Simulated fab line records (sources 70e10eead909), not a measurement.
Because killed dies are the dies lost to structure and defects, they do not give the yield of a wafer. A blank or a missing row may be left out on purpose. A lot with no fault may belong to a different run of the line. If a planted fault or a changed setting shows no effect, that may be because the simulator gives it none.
Which tool is to blame? + flow nand harc + 12 lots, 36 wafers sampled, at 6 steps of a route of 1302

WHAT THE GAUGES SHOWED, per wafer
NHARC_A_ONON_D2_THK_MEAS_08: measures by ellipsometry. Usual: 1002 nm for thk nm, sd 7.8.
| lot  | measured     | on            | thk nm (nm)    | flag |
|------|--------------|---------------|----------------|------|
| L735 | day 13 02:08 | film metro-01 | 1004 1002 1002 |      |
| L736 | day 13 13:00 | film metro-02 | 1003 1004 1002 |      |
| L737 | day 13 22:08 | film metro-01 | 1003 1005 1003 |      |
| L738 | day 14 08:31 | film metro-01 | 985 986 984    |      |
| L739 | day 14 16:56 | film metro-01 | 999 999 1002   |      |
| L741 | day 15 13:04 | film metro-01 | 1011 1011 1010 |      |
| L747 | day 18 11:11 | film metro-01 | 991 988 989    |      |
| L748 | day 18 20:08 | film metro-02 | 989 990 992    |      |
| L752 | day 20 22:42 | film metro-02 | 1009 1007 1007 |      |
| L754 | day 21 04:53 | film metro-02 | 998 998 999    |      |
| L756 | day 21 05:02 | film metro-01 | 992 993 994    |      |
| L757 | day 22 04:11 | film metro-01 | 1013 1010 1012 |      |

NHARC_A_ONON_D2_THK_MEAS_14: measures by ellipsometry. Usual: 1000 nm for thk nm, sd 9.5.
| lot  | measured     | on            | thk nm (nm)    | flag |
|------|--------------|---------------|----------------|------|
| L735 | day 13 03:17 | film metro-02 | 1022 1022 1023 |      |
| L736 | day 13 14:08 | film metro-01 | 982 982 982    |      |
| L737 | day 13 23:16 | film metro-01 | 1005 1007 1005 |      |
| L738 | day 14 09:38 | film metro-02 | 1004 1003 1003 |      |
| L739 | day 14 18:04 | film metro-02 | 1001 1002 1003 |      |
| L741 | day 15 14:12 | film metro-01 | 984 986 984    |      |
| L747 | day 18 12:19 | film metro-02 | 1586 1586 1587 | OFF  |
| L748 | day 18 21:16 | film metro-02 | 1596 1596 1595 | OFF  |
| L752 | day 20 23:50 | film metro-01 | 1008 1007 1007 |      |
| L754 | day 21 06:01 | film metro-01 | 982 985 985    |      |
| L756 | day 21 06:10 | film metro-02 | 998 997 999    |      |
| L757 | day 22 05:19 | film metro-02 | 997 998 997    |      |

NHARC_END_SORT_01. Usual: killed at array 61, standard deviation 23; killed at other 1.3, standard deviation 1.4; killed at periphery 4.0, standard deviation 2.6; killed dies 66, standard deviation 22; killed open 3.4, standard deviation 1.8; killed short 2.3, standard deviation 1.4.
| lot  | measured     | on        | killed at array | killed at other | killed at periphery | killed dies | killed open | killed short | flag |
|------|--------------|-----------|-----------------|-----------------|---------------------|-------------|-------------|--------------|------|
| L747 | day 29 22:10 | prober-02 | 671 673 669     | 0 0 1           | 6 4 7               | 677 677 677 | 4 7 9       | 3 1 2        | OFF  |
| L748 | day 31 03:28 | prober-01 | 675 672 673     | 0 1 0           | 2 4 4               | 677 677 677 | 2 6 6       | 1 2 5        | OFF  |

WHICH TOOL RAN EACH LOT (tool, then ch and the chambers of the sampled wafers, then the start)
| lot  | NHARC_A_CHANNEL_FILL_D1_STRIP_29              | NHARC_A_ONON_D2_DEP_12           | NHARC_A_CHANNEL_HOLE_D2_DEP_01  |
|------|-----------------------------------------------|----------------------------------|---------------------------------|
| L735 | rie diel-13 ch 1,3, day 11 07:31              | pecvd onon-04 ch 0, day 13 02:46 | pecvd-04 ch 1,2, day 13 16:11   |
| L736 | rie diel-10 ch 0,3, day 13 13:00 or earlier   | pecvd onon-04 ch 0, day 13 13:37 | pecvd-04 ch 0,2, day 14 08:57   |
| L737 | rie diel-05 ch 0,2,3, day 13 22:08 or earlier | pecvd onon-04 ch 0, day 13 22:48 | pecvd-02 ch 0,1,2, day 14 19:07 |
| L738 | rie diel-13 ch 0,1,2, day 14 08:31 or earlier | pecvd onon-01 ch 0, day 14 09:08 | pecvd-02 ch 0,1,2, day 15 01:01 |
| L739 | rie diel-10 ch 0,1,2, day 14 16:56 or earlier | pecvd onon-01 ch 0, day 14 17:33 | pecvd-04 ch 0,1,2, day 15 07:31 |
| L741 | rie diel-13 ch 1,3, day 13 18:36              | pecvd onon-04 ch 0, day 15 13:41 | pecvd-02 ch 1,2, day 16 02:50   |
| L747 | rie diel-05 ch 0,2,3, day 18 11:11 or earlier | pecvd onon-04 ch 0, day 18 11:48 | -                               |
| L748 | rie diel-10 ch 1,2,3, day 18 20:08 or earlier | pecvd onon-04 ch 0, day 18 20:49 | -                               |
| L752 | rie diel-13 ch 1,2,3, day 20 22:42 or earlier | pecvd onon-01 ch 0, day 20 23:23 | pecvd-03 ch 0,1,2, day 21 13:56 |
| L754 | rie diel-10 ch 0,2,3, day 21 04:53 or earlier | pecvd onon-01 ch 0, day 21 05:30 | pecvd-03 ch 0,1,2, day 21 23:29 |
| L756 | rie diel-13 ch 0,1,3, day 21 05:02 or earlier | pecvd onon-04 ch 0, day 21 05:39 | pecvd-02 ch 0,2, day 21 23:43   |
| L757 | rie diel-10 ch 0,1,3, day 20 03:03            | pecvd onon-01 ch 0, day 22 04:52 | pecvd-03 ch 1,2, day 22 17:31   |
- NHARC_A_CHANNEL_FILL_D1_STRIP_29: strips in O2, time 20 s.
- NHARC_A_ONON_D2_DEP_12: target thk 1000 nm.
- NHARC_A_CHANNEL_HOLE_D2_DEP_01: deposits SiON, target thk 140 nm.

AS READ BY THE TOOLS THEMSELVES (means over the sampled wafers that have a number; for cases with no such wafer, the mark the record gives instead)
NHARC_A_CHANNEL_FILL_D1_STRIP_29. Usual: chamber pressure mTorr 59.99 mTorr (standard deviation 0.056); drypump motor current A 5.8 A (standard deviation 0.6); o2 flow sccm 500.0 sccm (standard deviation 1.5); oes product au 0.999 a.u. (standard deviation 0.0075); rf vpp V 57.8 V (standard deviation 0.87); showerhead plenum p Torr 3.49 Torr (standard deviation 0.13); throttle valve pct 17.036 % (standard deviation 0.0095).
| lot  | tool        | chamber pressure mTorr (mTorr) | drypump motor current A (A) | o2 flow sccm (sccm) | oes product au (a.u.) | rf vpp V (V) | showerhead plenum p Torr (Torr) | throttle valve pct (%) | flag |
|------|-------------|--------------------------------|-----------------------------|---------------------|-----------------------|--------------|---------------------------------|------------------------|------|
| L735 | rie diel-13 | 59.95                          | 5.4                         | 498.6               | 1.007                 | 57.2         | 3.36                            | 17.034                 |      |
| L736 | rie diel-10 | 59.96                          | 6.5                         | 501.3               | 1.000                 | 57.4         | 3.57                            | 17.028                 |      |
| L737 | rie diel-05 | 59.98                          | 5.2                         | 500.5               | 0.995                 | 58.1         | 3.52                            | 17.030                 |      |
| L738 | rie diel-13 | 60.00                          | 5.6                         | 500.8               | 1.003                 | 57.9         | 3.45                            | 17.033                 |      |
| L739 | rie diel-10 | 60.02                          | 6.3                         | 499.0               | 0.993                 | 58.3         | 3.52                            | 17.035                 |      |
| L741 | rie diel-13 | 60.01                          | 5.4                         | 500.3               | 0.992                 | 57.3         | 3.35                            | 17.034                 |      |
| L747 | rie diel-05 | 60.02                          | 5.3                         | 498.9               | 1.008                 | 58.0         | 3.52                            | 17.041                 |      |
| L748 | rie diel-10 | 59.99                          | 6.4                         | 500.6               | 0.997                 | 57.9         | 3.52                            | 17.035                 |      |
| L752 | rie diel-13 | 60.04                          | 5.3                         | 501.4               | 0.995                 | 57.8         | 3.43                            | 17.045                 |      |
| L754 | rie diel-10 | 60.00                          | 6.3                         | 499.9               | 1.004                 | 57.4         | 3.59                            | 17.033                 |      |
| L756 | rie diel-13 | 59.98                          | 5.7                         | 500.5               | 1.006                 | 58.2         | 3.37                            | 17.046                 |      |
| L757 | rie diel-10 | 59.99                          | 6.5                         | 499.7               | 0.999                 | 58.1         | 3.50                            | 17.043                 |      |

NHARC_A_ONON_D2_DEP_12. Usual: 2748 sccm for n2 flow sccm, sd 8.2.
| lot  | tool          | n2 flow sccm (sccm) | flag |
|------|---------------|---------------------|------|
| L735 | pecvd onon-04 | 2752                |      |
| L736 | pecvd onon-04 | 2749                |      |
| L737 | pecvd onon-04 | 2745                |      |
| L738 | pecvd onon-01 | 2741                |      |
| L739 | pecvd onon-01 | 2745                |      |
| L741 | pecvd onon-04 | 2751                |      |
| L747 | pecvd onon-04 | 2752                |      |
| L748 | pecvd onon-04 | 2753                |      |
| L752 | pecvd onon-01 | 2747                |      |
| L754 | pecvd onon-01 | 2755                |      |
| L756 | pecvd onon-04 | 2749                |      |
| L757 | pecvd onon-01 | 2749                |      |

NHARC_A_CHANNEL_HOLE_D2_DEP_01. Usual: heater power w 742 W, standard deviation 64; rf fwd power W 348.7 W, standard deviation 1.
| lot  | tool     | heater power w (W) | rf fwd power W (W) | flag |
|------|----------|--------------------|--------------------|------|
| L735 | pecvd-04 | 780                | 350.0              |      |
| L736 | pecvd-04 | 714                | 349.4              |      |
| L737 | pecvd-02 | 697                | 347.9              |      |
| L738 | pecvd-02 | 709                | 347.4              |      |
| L739 | pecvd-04 | 791                | 348.9              |      |
| L741 | pecvd-02 | 724                | 347.8              |      |
| L752 | pecvd-03 | 768                | 348.2              |      |
| L754 | pecvd-03 | 756                | 349.0              |      |
| L756 | pecvd-02 | 669                | 348.8              |      |
| L757 | pecvd-03 | 799                | 347.9              |      |

THE ANSWER, worked out from the rows above alone
Rule: take the mean of a lot's wafers that have a number; if it is more than 3 standard deviations from the usual mean, the lot is off. A lot without any number at a reading at which 4 lots or more have one is off too. Where the step has rows for the other lots, those lots are counted as sound. First the gauges in route order, then the tools' own readings, where a lot's mean is used as printed above. The first step at which some lot is off is used, and at that step the reading that is off furthest; a lot without a number counts as furthest.
Off at NHARC_A_ONON_D2_THK_MEAS_14 (thk nm): L747, L748.
If a tool, at a process step before that reading, ran all the lots that are off and no sound lot after the first of them, it fits. The gauges at NHARC_A_ONON_D2_THK_MEAS_14 aren't tried: what is off there is off at NHARC_END_SORT_01 too, on other tools, and a gauge's error can't cause that. Because NHARC_A_CHANNEL_FILL_D1_STRIP_29 lacks a start for some lots, the hours and order of its lots are taken from NHARC_A_ONON_D2_THK_MEAS_08. Not one of the candidates tried fits.

WHAT WAS PUT IN BY THE SIMULATOR
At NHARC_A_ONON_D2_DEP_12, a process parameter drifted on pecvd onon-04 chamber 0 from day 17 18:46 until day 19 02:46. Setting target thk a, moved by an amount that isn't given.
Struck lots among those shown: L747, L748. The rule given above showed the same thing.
